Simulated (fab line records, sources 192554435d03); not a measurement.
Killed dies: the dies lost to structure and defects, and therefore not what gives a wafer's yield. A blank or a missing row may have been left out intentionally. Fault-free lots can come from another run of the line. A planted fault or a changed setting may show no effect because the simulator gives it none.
Which tool did it? | flow n5_finfet | 24 wafers from 8 lots sampled at 8 of the route's 1938 steps

== WHAT EACH GAUGE READ, for each wafer ==
N5_BEOL_M0_SAQP_INSPECT_16: inspects for defects (brightfield).
lot  | measured     | on                | raw_defect_count
L821 | day 5 11:05  | defect_inspect-01 | 519 392 465
L823 | day 6 02:39  | defect_inspect-02 | 572 633 673
L829 | day 7 16:13  | defect_inspect-01 | 545 962 729
L838 | day 9 19:05  | defect_inspect-01 | 1041 1061 1161
L840 | day 10 08:00 | defect_inspect-02 | 1027 1000 1147
L841 | day 10 11:08 | defect_inspect-02 | 492 569 550
L842 | day 10 17:48 | defect_inspect-01 | 482 494 429
L843 | day 11 00:16 | defect_inspect-01 | 384 387 549

N5_BEOL_M0_SAQP_INSPECT_42: inspects for defects (brightfield).
lot  | measured     | on                | raw_defect_count
L821 | day 5 15:38  | defect_inspect-01 | 347 264 327
L823 | day 6 06:53  | defect_inspect-02 | 286 401 335
L829 | day 7 20:43  | defect_inspect-02 | 348 414 567
L838 | day 9 23:33  | defect_inspect-01 | 903 748 855
L840 | day 10 12:31 | defect_inspect-02 | 918 817 911
L841 | day 10 15:14 | defect_inspect-01 | 199 374 271
L842 | day 10 22:04 | defect_inspect-02 | 397 288 409
L843 | day 11 04:28 | defect_inspect-01 | 272 330 344

N5_BEOL_M0_CUTY_INSPECT_59: inspects for defects (macro).
lot  | measured     | on                | raw_defect_count
L821 | day 5 17:05  | defect_inspect-01 | 0 2 6
L823 | day 6 08:16  | defect_inspect-02 | 3 3 2
L829 | day 7 22:20  | defect_inspect-01 | 4 1 1
L838 | day 10 01:19 | defect_inspect-01 | >300 >300 >300
L840 | day 10 14:01 | defect_inspect-02 | >300 >300 >300
L841 | day 10 16:30 | defect_inspect-01 | 3 1 1
L842 | day 10 23:28 | defect_inspect-01 | 1 0 2
L843 | day 11 06:35 | defect_inspect-02 | 3 0 2

N5_BEOL_M4_RC_MEAS_101.
lot  | measured     | on        | DIBL_N (mV/V)  | DIBL_P (mV/V)  | IOFF_N (nA/um)    | IOFF_P (nA/um) | ION_N (uA/um) | ION_P (uA/um) | SS_N (mV/dec)  | SS_P (mV/dec)  | VT_N (mV)   | VT_P (mV)
L821 | day 8 01:25  | prober-02 | 37.3 33.5 37.9 | 39.2 33.7 38.8 | 0.188 0.117 0.207 | 0.26 0.17 0.27 | 684 662 700   | 476 463 476   | 70.9 71.1 71.1 | 74.0 72.5 74.2 | 245 256 243 | -248 -251 -245
L823 | day 8 23:57  | prober-01 | 36.7 37.7 35.7 | 38.9 40.2 37.7 | 0.176 0.201 0.146 | 0.28 0.32 0.26 | 693 682 673   | 472 477 470   | 71.4 72.1 71.0 | 74.1 74.1 73.2 | 250 246 252 | -243 -240 -244
L829 | day 9 19:12  | prober-02 | 33.3 36.3 35.0 | 32.7 35.2 33.4 | 0.107 0.143 0.119 | 0.16 0.18 0.17 | 663 666 652   | 457 453 448   | 71.0 71.6 71.0 | 72.5 73.1 73.6 | 257 254 255 | -256 -251 -253
L838 | day 12 11:53 | prober-01 | 35.1 35.1 37.1 | 36.0 35.8 38.2 | 0.145 0.148 0.178 | 0.19 0.19 0.22 | 665 671 678   | 459 458 460   | 70.7 71.4 72.4 | 73.7 72.8 74.1 | 251 249 249 | -252 -250 -252
L840 | day 13 01:37 | prober-01 | 36.5 37.5 34.7 | 36.6 37.0 35.0 | 0.159 0.174 0.136 | 0.20 0.21 0.18 | 669 680 661   | 459 464 460   | 71.4 72.2 70.6 | 73.7 73.4 72.9 | 253 250 253 | -251 -249 -254
L841 | day 12 21:25 | prober-02 | 33.9 35.2 35.8 | 35.1 36.3 37.1 | 0.134 0.168 0.181 | 0.19 0.23 0.23 | 659 673 680   | 463 466 460   | 70.9 71.8 72.2 | 73.0 73.2 73.5 | 254 248 249 | -250 -246 -246
L842 | day 13 14:24 | prober-02 | 37.5 38.3 38.3 | 38.2 39.0 38.8 | 0.156 0.157 0.167 | 0.21 0.24 0.22 | 668 672 674   | 458 469 458   | 71.6 71.8 71.5 | 73.6 74.3 73.8 | 251 252 248 | -251 -250 -249
L843 | day 13 14:36 | prober-01 | 33.2 34.2 37.3 | 32.0 32.8 37.4 | 0.110 0.118 0.188 | 0.15 0.15 0.24 | 664 667 685   | 457 458 467   | 70.9 71.0 71.0 | 71.6 72.4 73.3 | 256 253 246 | -254 -256 -250

== WHAT TOOL EACH LOT RAN ON (gives the tool, then ch and the chambers of the sampled wafers, and finally the start) ==
lot  | N5_MOL_CONTACT_COAG_CMP_52    | N5_BEOL_M0_SAQP_HM_DEP_02    | N5_BEOL_M0_SAQP_PECVD_96        | N5_BEOL_M0_SAQP_DESCUM_19
L821 | cmp-03 ch 1,2,3, day 5 05:37  | pvd_sputter-03, day 5 10:20  | pecvd-03 ch 0,1,2, day 5 10:29  | rie_diel-04 ch 0,1,3, day 5 11:16
L823 | cmp-04 ch 1,2,3, day 5 21:07  | pvd_sputter-03, day 6 01:55  | pecvd-03 ch 0,1, day 6 02:04    | rie_diel-03 ch 1,3, day 6 02:41
L829 | cmp-03 ch 0,2,3, day 7 09:41  | pvd_sputter-02, day 7 15:21  | pecvd-02 ch 1,2, day 7 15:30    | rie_diel-03 ch 0,2,3, day 7 16:16
L838 | cmp-02 ch 0,1, day 9 11:00    | pvd_sputter-02, day 9 18:14  | pecvd-03 ch 0,1, day 9 18:25    | rie_diel-03 ch 1,2,3, day 9 19:07
L840 | cmp-04 ch 0,1,2, day 10 01:22 | pvd_sputter-02, day 10 06:46 | pecvd-03 ch 1, day 10 07:02     | rie_diel-03 ch 0,1,2, day 10 08:02
L841 | cmp-03 ch 1,2,3, day 10 05:21 | pvd_sputter-01, day 10 10:16 | pecvd-01 ch 0,2, day 10 10:25   | rie_diel-04 ch 0,3, day 10 11:17
L842 | cmp-04 ch 0,1,2, day 10 12:22 | pvd_sputter-03, day 10 16:56 | pecvd-02 ch 0,1, day 10 17:05   | rie_diel-03 ch 1,2,3, day 10 17:50
L843 | cmp-04 ch 2,3, day 10 17:54   | pvd_sputter-02, day 10 23:23 | pecvd-02 ch 0,1,2, day 10 23:34 | rie_diel-02 ch 1,2,3, day 11 00:17
- N5_MOL_CONTACT_COAG_CMP_52: polishes, stops on SiO2, t overpolish 1.5 s, target thk 66.5 nm.
- N5_BEOL_M0_SAQP_HM_DEP_02: deposits TiN, target thk 12 nm.
- N5_BEOL_M0_SAQP_PECVD_96: deposits a-Si from SiH4/He, target thk 45 nm, time 45.2 s.
- N5_BEOL_M0_SAQP_DESCUM_19: chemistry O2, time 7.9 s.

== AS READ BY THE TOOLS THEMSELVES (means over the sampled wafers that have a number; for cases with no such wafer, the mark the record gives instead) ==
N5_MOL_CONTACT_COAG_CMP_52.
lot  | tool   | motor_current_A (A) | overpolish_run_s (s) | time_to_endpoint_s (s)
L821 | cmp-03 | 11.7                | 1.497                | 8.7
L823 | cmp-04 | 10.8                | 1.509                | 16.1
L829 | cmp-03 | 12.0                | 1.495                | 11.9
L838 | cmp-02 | 11.6                | 1.501                | 15.2
L840 | cmp-04 | 10.9                | 1.502                | 13.1
L841 | cmp-03 | 11.4                | 1.504                | 15.3
L842 | cmp-04 | 10.7                | 1.495                | 10.8
L843 | cmp-04 | 11.8                | 1.497                | 13.1

N5_BEOL_M0_SAQP_HM_DEP_02.
lot  | tool           | throttle_valve_pct (%)
L821 | pvd_sputter-03 | 29.3
L823 | pvd_sputter-03 | 29.2
L829 | pvd_sputter-02 | 31.0
L838 | pvd_sputter-02 | 30.9
L840 | pvd_sputter-02 | 30.8
L841 | pvd_sputter-01 | 29.3
L842 | pvd_sputter-03 | 29.3
L843 | pvd_sputter-02 | 30.8

N5_BEOL_M0_SAQP_PECVD_96.
lot  | tool     | chamber_pressure_Torr (Torr) | heater_power_w (W) | rf_fwd_power_W (W) | showerhead_plenum_p_Torr (Torr) | throttle_valve_pct (%)
L821 | pecvd-03 | 2.997                        | 603                | 99.1               | 5.75                            | 18.7
L823 | pecvd-03 | 2.997                        | 645                | 99.2               | 5.77                            | 18.9
L829 | pecvd-02 | 2.999                        | 555                | 98.7               | 5.67                            | 18.9
L838 | pecvd-03 | 3.000                        | 637                | 98.8               | 5.77                            | 19.1
L840 | pecvd-03 | 2.999                        | 593                | 99.2               | 5.77                            | 19.4
L841 | pecvd-01 | 3.003                        | 549                | 99.0               | 5.63                            | 18.5
L842 | pecvd-02 | 3.005                        | 749                | 99.2               | 5.70                            | 18.6
L843 | pecvd-02 | 2.999                        | 665                | 98.9               | 5.68                            | 18.5

N5_BEOL_M0_SAQP_DESCUM_19.
lot  | tool        | drypump_motor_current_A (A) | oes_product_au (a.u.) | rf_fwd_power_W (W) | rf_vpp_V (V) | showerhead_plenum_p_Torr (Torr) | temp_c (C) | throttle_valve_pct (%)
L821 | rie_diel-04 | 6.1                         | 0.73                  | 49.40              | 243.5        | 2.12                            | 40.01      | 20.48
L823 | rie_diel-03 | 5.7                         | 0.74                  | 49.52              | 242.5        | 2.04                            | 39.89      | 20.63
L829 | rie_diel-03 | 5.5                         | 0.72                  | 49.35              | 241.4        | 2.01                            | 39.98      | 20.42
L838 | rie_diel-03 | 5.7                         | 0.72                  | 49.54              | 242.6        | 2.06                            | 39.95      | 20.54
L840 | rie_diel-03 | 5.9                         | 0.70                  | 49.41              | 241.6        | 2.04                            | 39.89      | 20.48
L841 | rie_diel-04 | 6.2                         | 0.70                  | 49.43              | 242.7        | 2.04                            | 39.98      | 20.57
L842 | rie_diel-03 | 5.7                         | 0.71                  | 49.55              | 242.6        | 2.05                            | 39.98      | 20.56
L843 | rie_diel-02 | 6.3                         | 0.79                  | 49.21              | 243.0        | 2.08                            | 39.96      | 20.35

== THE ANSWER, worked out from the rows above alone ==
Rule: usual is defined by the lots themselves. The widest of any qualifying gaps counts: lots, ordered by their means at a reading, are off when they make up no more than a third of the lots, leave a main group of 4 or more, and stand apart from it by 3 or more times the standard deviation of that group's means. The tables above print the reading to a certain number of digits; a main group whose means all agree to those digits is not used. Also off: a lot with no number at a reading for which 4 or more lots have one. All remaining lots with rows at the step are treated as sound. First the gauges in route order, then the tools' own readings, where a lot's mean is used as printed above. The first step at which some lot is off is used, and at that step the reading that is off furthest; a lot without a number counts as furthest.
Off, at N5_BEOL_M0_SAQP_INSPECT_42 on raw_defect_count: L838, L840. Main group: mean 343, sd 52.
If a tool, at a process step before that reading, ran all the lots that are off and no sound lot after the first of them, it fits. Gauges at N5_BEOL_M0_SAQP_INSPECT_42: tried the same way as those tools. One candidate fits, namely pecvd-03 at N5_BEOL_M0_SAQP_PECVD_96. A fault onset in the window from L823 (day 6 02:04, its last sound lot) to L838 (day 9 18:25, its first lot off) fits.

== WHAT THE SIMULATOR HAD PUT IN ==
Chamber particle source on pecvd-03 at N5_BEOL_M0_SAQP_PECVD_96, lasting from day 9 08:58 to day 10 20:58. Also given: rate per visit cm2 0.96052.
Shown lots that were struck: L838, L840. This agrees with what the rule above found.
